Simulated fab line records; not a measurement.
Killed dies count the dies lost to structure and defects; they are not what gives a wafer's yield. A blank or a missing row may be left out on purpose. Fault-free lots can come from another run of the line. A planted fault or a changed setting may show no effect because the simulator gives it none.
8D (eight disciplines) problem report, filled in by code | flow nand-harc | the parts of the form that need people (team, actions taken, sign-off) are left out

1. WHAT WENT WRONG
Mean of cd-nm at NHARC_A_M1_CD_MEAS_09: 116.8 nm across 2 wafers in 2 lots; on wafers with no fault it is 120.2 nm (standard deviation 0.56). That puts it -6.1 standard deviations away from the usual mean.
The step: target cd 120 nm.
First observed at day 19 03:48: wafer L381.1, on cd-sem-01. Wafers with a number at this step in the record: 36, from 12 lots. The rule behind "out" and "out of limits": a value lying over 4 standard deviations away from the usual mean. All remaining wafers that have a number are taken as sound.

2. WHAT THIS IS AND IS NOT
question                    | is                   | is not
which readings at this step | cd-nm                | -
which lots                  | L381, L382           | L377, L380, L392, L393, L395, L396, L397, L398, L399, L400
which wafers of those lots  | L381.1, L382.5       | L381.2, L381.3, L382.2, L382.6
read on which gauges        | cd-sem-01, cd-sem-02 | cd-sem-03
when                        | from day 19 03:48    | up to then (8 sound wafers); but 26 sound wafers of L382, L392, L393, L395, L396, L397, L398, L399, L400 came after

3. THE SUSPECTS, EACH WITH WHAT RULES IT OUT
Counting: a tool at a process step up to the reading stays a suspect if it ran every lot that is out. Sound lots after the first of them don't rule it out here, since some wafers of a struck lot are sound.
- the gauge at NHARC_A_M1_CD_MEAS_09 has been ruled out. Those wafers that are out were read across 2 gauges (cd-sem-01, cd-sem-02).
- pecvd-02 at NHARC_A_M0_PRE_CLEAN_31 (time 12 s): kept. Ran every lot that is out, first one L381 (day 19 02:30); last sound lot up to then L380 (day 18 00:40).
- litho-track-06 at NHARC_A_M1_PEB_07 (peb time 65 s): kept. Ran every lot that is out, first one L381 (day 19 03:43); last sound lot up to then L380 (day 18 01:55). On those wafers its own readings are out: heater-power-total-W.
After counting, pecvd-02 at NHARC_A_M0_PRE_CLEAN_31 and litho-track-06 at NHARC_A_M1_PEB_07 remain.

4. THE CAUSE (what the simulator had put in)
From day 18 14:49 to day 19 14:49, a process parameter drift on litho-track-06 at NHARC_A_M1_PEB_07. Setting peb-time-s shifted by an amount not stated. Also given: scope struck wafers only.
After counting, 2 suspects remain, this tool included.

5. SEQUENCE OF EFFECTS, ordered by route
Each row: a reading whose mean over the struck wafers that have a number lies more than 3 standard deviations from the usual. Readings are gone through only where the record gives a usual standard deviation; hours: the median, over the lots, of the time from a lot's start at the first step in this table giving one to that lot's start at this step; sigmas: the change measured in usual standard deviations.
hours | step                  | reading              | usual    | on struck wafers | change | sigmas
0     | NHARC_A_M1_PEB_07     | heater-power-total-W | 156.7 W  | 162.9            | +6.2   | +16
0     | NHARC_A_M1_CD_MEAS_09 | cd-nm                | 120.2 nm | 116.8            | -3.4   | -6.1
The process steps in it:
- NHARC_A_M1_PEB_07: peb time 65 s.

6. HOW IT WOULD HAVE BEEN CAUGHT EARLIER
The first out-of-limits reading at a measuring or inspecting step in this record came at day 19 03:48, 13 hours after the fault's start at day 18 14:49.
At NHARC_A_M1_PEB_07, the tool's own readings (heater-power-total-W) were out on each struck wafer the step has a row for, so an alarm limit on them would have fired on the first such wafer.
Lots out: 2; of these, L382 started NHARC_A_M1_PEB_07 on litho-track-06 after day 19 03:48. A hold on the tool at that time would have spared it.
